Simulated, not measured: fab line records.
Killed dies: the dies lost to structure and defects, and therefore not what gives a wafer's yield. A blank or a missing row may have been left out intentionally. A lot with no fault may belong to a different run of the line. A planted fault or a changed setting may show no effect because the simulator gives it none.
Chamber matching || flow nand-harc || NHARC_P_CONTACT_CMP_24 on cmp-01 has 4 sister chambers
The step polishes, t overpolish 30 s, target thk 200 nm. 4 wafers are shown with their chamber, then 9 later ones without.

## WAFERS PAIRED WITH THEIR CHAMBERS
{"wafer": "L085.2", "chamber": 3, "motor-current-A (A)": 11.4}
{"wafer": "L091.2", "chamber": 2, "motor-current-A (A)": 11.9}
{"wafer": "L091.3", "chamber": 1, "motor-current-A (A)": 15.3}
{"wafer": "L091.4", "chamber": 0, "motor-current-A (A)": 10.9}

## WAFERS MISSING THEIR CHAMBER
{"wafer": "L092.4", "motor-current-A (A)": 11.2}
{"wafer": "L092.5", "motor-current-A (A)": 14.4}
{"wafer": "L092.6", "motor-current-A (A)": 13.0}
{"wafer": "L093.2", "motor-current-A (A)": 11.1}
{"wafer": "L093.3", "motor-current-A (A)": 12.8}
{"wafer": "L093.6", "motor-current-A (A)": 14.9}
{"wafer": "L096.1", "motor-current-A (A)": 10.6}
{"wafer": "L096.3", "motor-current-A (A)": 14.7}
{"wafer": "L096.6", "motor-current-A (A)": 11.2}

## WHICH CHAMBER EACH WENT THROUGH
{"wafer": "L092.4", "from the rows above": "can't be placed: 3 or 0 or 2", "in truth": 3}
{"wafer": "L092.5", "from the rows above": 1, "in truth": 1}
{"wafer": "L092.6", "from the rows above": "can't be placed: 2 or 3 or 0 or 1", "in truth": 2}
{"wafer": "L093.2", "from the rows above": "can't be placed: 0 or 3 or 2", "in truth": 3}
{"wafer": "L093.3", "from the rows above": "can't be placed: 2 or 3 or 0", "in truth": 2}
{"wafer": "L093.6", "from the rows above": 1, "in truth": 1}
{"wafer": "L096.1", "from the rows above": "can't be placed: 0 or 3 or 2", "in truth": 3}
{"wafer": "L096.3", "from the rows above": 1, "in truth": 1}
{"wafer": "L096.6", "from the rows above": "can't be placed: 3 or 0 or 2", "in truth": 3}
Correct placement for 3 of the 9. Can't be placed from these rows: 6 (the true chamber is among the candidates in 6). 0 placed wrongly.
How it was worked out, from the rows above alone: a wafer's distance from a chamber is the root of the sum, over the readings, of the square of ((its reading less the chamber's mean) divided by the reading's scatter). The wafer belongs to the nearest chamber; if the next one is less than 2 further off, it can't be placed. The mean given for a chamber averages the wafers shown for that chamber. The scatter: with one shown wafer a chamber, the root of the mean of the squares of how far each hidden wafer lies from its nearest shown one.
